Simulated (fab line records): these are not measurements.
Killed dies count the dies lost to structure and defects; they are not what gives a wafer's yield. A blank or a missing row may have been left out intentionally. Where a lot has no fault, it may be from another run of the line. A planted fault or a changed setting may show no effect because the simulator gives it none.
The same fault as seen by 2 desks || flow nand-harc || each desk holds nothing but its own numbers, with what lay behind them at the end

THE METROLOGY DESK
What the gauges read, lot by lot, whatever tool the lot ran on: means of the sampled wafers that have a number. Marked OUT: a lot whose mean sits more than 4 standard deviations from the usual mean, which makes it out of limits; the brackets give that distance.
Columns: A = cd-nm at NHARC_A_SLIT_CD_MEAS_21, usual 289.2 nm
{"lot": "L697", "first seen here": "day 20 20:39", "A": 290.9}
{"lot": "L699", "first seen here": "day 21 00:13", "A": 290.1}
{"lot": "L700", "first seen here": "day 21 04:40", "A": 288.7}
{"lot": "L701", "first seen here": "day 22 07:57", "A": 288.6}
{"lot": "L703", "first seen here": "day 22 23:43", "A": 288.0}
{"lot": "L702", "first seen here": "day 23 00:16", "A": 289.6}
{"lot": "L704", "first seen here": "day 23 11:00", "A": 289.0}
{"lot": "L706", "first seen here": "day 24 07:56", "A": 289.1}
{"lot": "L713", "first seen here": "day 26 13:30", "A": 289.9}
{"lot": "L711", "first seen here": "day 26 17:12", "A": 288.0}
{"lot": "L717", "first seen here": "day 28 07:23", "A": 289.4}
{"lot": "L716", "first seen here": "day 28 07:27", "A": 290.8}
{"lot": "L719", "first seen here": "day 28 16:30", "A": 287.7}
{"lot": "L718", "first seen here": "day 28 20:16", "A": 288.8}
Result from this desk: across the 14 lots, nothing is out of limits.

DESK OF THE TOOL OWNER: rie-metal-02
The tool's own readings at NHARC_A_WL_FILL_ETCHBACK_04 (etches the open film in NF3, target depth 60 nm, time 120 s): means of the sampled wafers that have a number, for each lot that ran on this tool. Marked OUT: a lot whose mean sits more than 4 standard deviations from the usual mean, which makes it out of limits; the brackets give that distance.
Columns: A = drypump-motor-current-A at NHARC_A_WL_FILL_ETCHBACK_04, usual 5.8 A; B = oes-product-au at NHARC_A_WL_FILL_ETCHBACK_04, usual 0.995 a.u.
{"lot": "L697", "first seen here": "day 21 04:20", "A": 5.9, "B": 0.983}
{"lot": "L702", "first seen here": "day 23 07:46", "A": 5.9, "B": 0.997}
{"lot": "L706", "first seen here": "day 24 15:57", "A": 6.0, "B": 0.995}
{"lot": "L713", "first seen here": "day 26 21:22", "A": 5.9, "B": 0.945}
{"lot": "L711", "first seen here": "day 27 02:01", "A": 6.0, "B": "0.920 (-5.7) OUT"}
Finding of this desk: L711 out of limits; the first was L711 at day 27 02:01, on oes-product-au at NHARC_A_WL_FILL_ETCHBACK_04. L697, L702, L706, L713 stayed within limits.

ALL TOGETHER
The tool owner's desk could have raised an alarm at day 27 02:01, on L711.
Metrology desk: nothing out of limits seen.
The metrology desk has L711 on record, within its limits.
Every lot named ran NHARC_A_WL_FILL_ETCHBACK_04 on rie-metal-02.

WHAT WAS PUT IN BY THE SIMULATOR
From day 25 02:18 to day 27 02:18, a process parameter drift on rie-metal-02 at NHARC_A_WL_FILL_ETCHBACK_04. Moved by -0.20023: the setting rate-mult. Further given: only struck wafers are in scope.
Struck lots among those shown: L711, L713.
Time in hours from fault onset to the first out-of-limits reading at each desk: the tool owner's desk, 48.
